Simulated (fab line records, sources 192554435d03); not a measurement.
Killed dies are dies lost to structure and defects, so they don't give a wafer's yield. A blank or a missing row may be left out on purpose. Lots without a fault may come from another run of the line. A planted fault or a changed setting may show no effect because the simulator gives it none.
Chamber matching | flow n5_finfet | N5_BEOL_M8_CMP_52 on cmp-02: 4 sister chambers
The step polishes, stops on SiCOH lowk, t overpolish 6.9 s, target thk 80 nm. 8 wafers are shown with their chamber, then 9 later ones without.

WAFERS WITH THEIR CHAMBER
wafer  | chamber | motor_current_A (A) | time_to_endpoint_s (s)
L076.6 | 0       | 6.4                 | 68.9
L078.2 | 0       | 6.5                 | 68.2
L088.1 | 3       | 5.3                 | 58.1
L088.3 | 2       | 6.4                 | 61.4
L088.4 | 1       | 6.1                 | 63.1
L089.1 | 1       | 5.9                 | 65.4
L089.4 | 3       | 5.4                 | 62.8
L089.5 | 2       | 6.3                 | 65.9

WAFERS WITHOUT THEIR CHAMBER
wafer  | motor_current_A (A) | time_to_endpoint_s (s)
L092.2 | 6.3                 | 66.8
L092.3 | 6.0                 | 66.8
L092.4 | 6.3                 | 70.4
L096.1 | 6.3                 | 64.3
L096.3 | 5.2                 | 62.1
L096.5 | 5.2                 | 60.0
L097.1 | 6.7                 | 64.2
L097.3 | 6.5                 | 64.5
L097.5 | 6.4                 | 64.1

WHICH CHAMBER EACH WENT THROUGH
wafer  | from the rows above          | in truth
L092.2 | can't be placed: 2 or 0 or 1 | 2
L092.3 | 1                            | 1
L092.4 | can't be placed: 0 or 2      | 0
L096.1 | can't be placed: 2 or 0      | 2
L096.3 | 3                            | 3
L096.5 | 3                            | 3
L097.1 | can't be placed: 0 or 2      | 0
L097.3 | can't be placed: 2 or 0      | 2
L097.5 | can't be placed: 2 or 0      | 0
Placed correctly: 3 of 9. Can't be placed from these rows: 6 (the true chamber is among the candidates in 6). Placed wrongly: 0.
How it was worked out, from the rows above alone: a wafer's distance from a chamber is the root of the sum, over the readings, of the square of ((its reading less the chamber's mean) divided by the reading's scatter). The wafer belongs to the nearest chamber; if the next one is less than 2 further off, it can't be placed. A chamber's mean is the mean of its shown wafers. The scatter: the root of (the sum of the squares of (reading less its chamber's mean) over the shown wafers, divided by (wafers less chambers)).
